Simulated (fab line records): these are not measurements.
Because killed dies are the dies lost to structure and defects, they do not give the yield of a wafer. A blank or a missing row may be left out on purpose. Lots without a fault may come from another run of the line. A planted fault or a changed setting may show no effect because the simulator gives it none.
Matching of chambers / flow n5_finfet / N5_BEOL_M0_DEP_125 on pecvd-01 has 3 sister chambers
The step deposits SiCN from 3MS/NH3, target thk 8 nm, time 14 s. 6 wafers are shown with their chamber, then 7 later ones without.

== EACH WAFER AND ITS CHAMBER ==
wafer=L084.2; chamber=2; showerhead_plenum_p_Torr (Torr)=3.668; throttle_valve_pct (%)=8.6
wafer=L087.4; chamber=2; showerhead_plenum_p_Torr (Torr)=3.662; throttle_valve_pct (%)=8.5
wafer=L087.5; chamber=1; showerhead_plenum_p_Torr (Torr)=3.666; throttle_valve_pct (%)=9.1
wafer=L087.6; chamber=0; showerhead_plenum_p_Torr (Torr)=3.658; throttle_valve_pct (%)=8.7
wafer=L089.2; chamber=0; showerhead_plenum_p_Torr (Torr)=3.654; throttle_valve_pct (%)=8.5
wafer=L089.3; chamber=1; showerhead_plenum_p_Torr (Torr)=3.667; throttle_valve_pct (%)=9.1

== WAFERS WHOSE CHAMBER IS MISSING ==
wafer=L089.6; showerhead_plenum_p_Torr (Torr)=3.655; throttle_valve_pct (%)=8.7
wafer=L094.4; showerhead_plenum_p_Torr (Torr)=3.660; throttle_valve_pct (%)=8.5
wafer=L094.5; showerhead_plenum_p_Torr (Torr)=3.666; throttle_valve_pct (%)=8.9
wafer=L094.6; showerhead_plenum_p_Torr (Torr)=3.659; throttle_valve_pct (%)=8.7
wafer=L096.1; showerhead_plenum_p_Torr (Torr)=3.670; throttle_valve_pct (%)=9.1
wafer=L096.2; showerhead_plenum_p_Torr (Torr)=3.660; throttle_valve_pct (%)=8.9
wafer=L096.3; showerhead_plenum_p_Torr (Torr)=3.650; throttle_valve_pct (%)=8.6

== WHICH CHAMBER EACH WENT THROUGH ==
wafer=L089.6; from the rows above=0; in truth=0
wafer=L094.4; from the rows above=can't be placed: 0 or 2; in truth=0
wafer=L094.5; from the rows above=can't be placed: 1 or 2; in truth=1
wafer=L094.6; from the rows above=can't be placed: 0 or 2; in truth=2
wafer=L096.1; from the rows above=1; in truth=1
wafer=L096.2; from the rows above=can't be placed: 1 or 0 or 2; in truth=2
wafer=L096.3; from the rows above=0; in truth=0
Placed correctly: 3 of 7. Can't be placed from these rows: 4 (the true chamber is among the candidates in 4). Placed wrongly: 0.
How it was worked out, from the rows above alone: a wafer's distance from a chamber is the root of the sum, over the readings, of the square of ((its reading less the chamber's mean) divided by the reading's scatter). The wafer belongs to the nearest chamber; if the next one is less than 2 further off, it can't be placed. For every chamber, the mean is computed from those of its wafers that are shown. The scatter: take each reading less its chamber's mean, square it, sum over the shown wafers, divide by the number of wafers less the number of chambers, and take the root.
